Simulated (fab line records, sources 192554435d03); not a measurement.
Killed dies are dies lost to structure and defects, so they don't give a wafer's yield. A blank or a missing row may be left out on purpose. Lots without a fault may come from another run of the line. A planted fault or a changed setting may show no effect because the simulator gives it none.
A struck lot beside a sound one | flow n5_finfet | 39 steps out of a route of 1938
Sound: wafers L896.1, L896.4, L896.5. Struck: wafers L889.1, L889.2, L889.4. The cause comes at the end.
At each step with rows: each side's tool, then ch and its chambers, then its first start. Under that, the readings that differ: sound wafers | struck wafers | difference of the means | sigmas: that difference in standard deviations of wafers without a fault.
alike: readings whose means differ by less than 2 such deviations, and words and numbers that are the same on both sides. not compared: withheld readings, readings that some wafer has no value for, bounds like >300 that may hide the same value, and numbers for which the record gives no deviation and whose values overlap.
The two part at a step that has a row with sigmas, a row that says differs or no value, or rows on one side only. Numbers that don't overlap but have no deviation are shown without sigmas and don't part them. A reading that every wafer of one side lacks parts them only if that side has two wafers or more.

first, 9 steps without rows for these wafers: N5_BEOL_M4_ANNEAL_95 (time 240 s); N5_BEOL_M4_SPUTTER_96 (material Cu, target thk 4.5 nm, time 8.29 s); N5_BEOL_M4_ECD_50 (material Cu, target thk 300 nm); N5_BEOL_M4_ANNEAL_51 (time 90 s); N5_BEOL_M4_CMP_52 (polishes, stops on SiOC, t overpolish 6.8 s, target thk 40 nm); N5_BEOL_M4_PRE_CLEAN_60 (time 15 s); N5_BEOL_M4_CO_CAP_55 (material Co, precursor CCTBA/H2, target thk 2 nm, time 102.1 s); N5_BEOL_M4_PRE_CLEAN_56 (time 15 s); N5_BEOL_M4_DEP_57 (deposits SiCN from 3MS/NH3, target thk 8 nm, time 14 s).
N5_BEOL_M4_RC_MEAS_101:
  sound on prober-02 ch 0, day 13 05:14; struck on prober-01 ch 0, day 11 16:22
  reading        | sound          | struck         | difference | sigmas
  IOFF_N (nA/um) | 0.28 0.18 0.25 | 0.18 0.15 0.14 | -0.08      | -2
  IOFF_P (nA/um) | 0.30 0.22 0.29 | 0.23 0.18 0.18 | -0.07      | -2
  ION_N (uA/um)  | 710 693 697    | 689 663 674    | -25        | -2
  VT_N (mV)      | 239 247 240    | 247 253 251    | +8         | +2
  alike: DIBL_N, DIBL_P, ION_P, SS_N, SS_P, VT_P
then, 24 steps without rows for these wafers: N5_BEOL_M5_ILD_DEP_00 (deposits SiCOH lowk from DEMS/porogen, target thk 140.64 nm, time 25.9 s); N5_BEOL_M5_CURE_79 (cures SiCOH lowk, time 240 s); N5_BEOL_M5_PECVD_70 (deposits SiO2 from TEOS/O2, target thk 16 nm, time 18 s); N5_BEOL_M5_HM_DEP_02 (deposits TiN, target thk 20 nm); N5_BEOL_M5_COAT_59 (time 60 s, resist thk 60 nm); N5_BEOL_M5_COAT_60 (time 60 s, resist thk 12 nm); N5_BEOL_M5_COAT_71 (time 60 s, resist thk 5 nm); N5_BEOL_M5_COAT_05 (resist thk 30 nm); N5_BEOL_M5_EBR_07; N5_BEOL_M5_SOFTBAKE_06 (time 60 s); N5_BEOL_M5_EXPOSE_08 (exposes mask M5, target cd 28 nm); N5_BEOL_M5_PEB_09 (peb time 60 s); N5_BEOL_M5_DEVELOP_10 (develop time 30 s); N5_BEOL_M5_DESCUM_16 (chemistry O2, time 7 s); N5_BEOL_M5_ETCH_72 (etches underlayer in N2/H2, target depth 6.5 nm, time 5.2 s); N5_BEOL_M5_ETCH_61 (etches SiARC in CF4, target depth 15.6 nm, time 26 s); N5_BEOL_M5_ETCH_62 (etches SOC in N2/H2, target depth 75 nm, overetch 15 nm, time 112.5 s); N5_BEOL_M5_STRIP_63 (strips in N2/H2); N5_BEOL_M5_STRIP_73 (strips in N2/H2); N5_BEOL_M5_STRIP_64 (strips in CF4); N5_BEOL_M5_HM_OPEN_17 (chemistry Cl2/BCl3, target TiN, target depth 20 nm, overetch 6 nm); N5_BEOL_M5_STRIP_19 (strips in O2); N5_BEOL_M5_COAT_65 (time 60 s, resist thk 60 nm); N5_BEOL_M5_COAT_66 (time 60 s, resist thk 12 nm).
-- the record jumps here: 2 days lie between the struck wafers' starts before and after (it left off in module BEOL_M5 and takes up again in module BEOL_M10, whose first step shown is number 1530 of the route) --
N5_BEOL_M10_CMP_52: polishes, stops on SiCOH lowk, t overpolish 7 s, target thk 140 nm.
  sound on cmp-04 ch 0,1,3, day 15 13:47; struck on cmp-02 ch 0,2,3, day 14 00:23
  no value came back on the struck wafers for any of 7 readings (barrier_field_endpoint_s (s), clearing_platen_down_force_psi (psi) and others); on the sound wafers barrier_field_endpoint_s (s) reads 28.9 29.0 28.5
  reading                                     | sound           | struck            | difference | sigmas
  model.Cu_of_BEOL_M10_ECD_50.thk_nm (nm)     | 147 139.6 143.2 | 323.2 322.2 319.8 | +178.5     |
  model.SiO2_of_BEOL_M10_PECVD_70.thk_nm (nm) | 0 0 0           | 19.4 19.6 19.8    | +19.6      |
  not compared: pad_life_wafers
N5_BEOL_M10_THK_MEAS_53: measures by xrf.
  sound on film_metro-01, day 15 14:02; struck on film_metro-01, day 14 00:41
  reading      | sound             | struck            | difference | sigmas
  M10_THK (nm) | 148.0 140.8 144.2 | 328.2 326.6 323.3 | +181.7     | +70
N5_BEOL_M10_RS_MEAS_57: measures by four-point-probe.
  sound on film_metro-01, day 15 14:11; struck on film_metro-01, day 14 00:49
  reading         | sound                | struck               | difference | sigmas
  M10_RS (ohm/sq) | 0.1430 0.1513 0.1471 | 0.0592 0.0594 0.0600 | -0.0876    | -32
N5_BEOL_M10_INSPECT_58: inspects for defects (darkfield).
  sound on defect_inspect-02, day 15 14:12; struck on defect_inspect-01, day 14 00:50
  reading          | sound    | struck         | difference | sigmas
  raw_defect_count | 93 76 84 | 2343 2388 2394 | +2291      | +88
-- the record jumps here: 2 days lie between the struck wafers' starts before and after (it left off in module BEOL_M10 and takes up again in module PASSIVATION, whose first step shown is number 1936 of the route) --
N5_PASSIVATION_PROBE_49:
  the record has rows for the struck wafers here (prober-01, day 16 07:06) and none for the sound ones

WHERE THEY PART
First at N5_BEOL_M4_RC_MEAS_101; last, within this record, at N5_PASSIVATION_PROBE_49.

WHY: what the simulator had put in
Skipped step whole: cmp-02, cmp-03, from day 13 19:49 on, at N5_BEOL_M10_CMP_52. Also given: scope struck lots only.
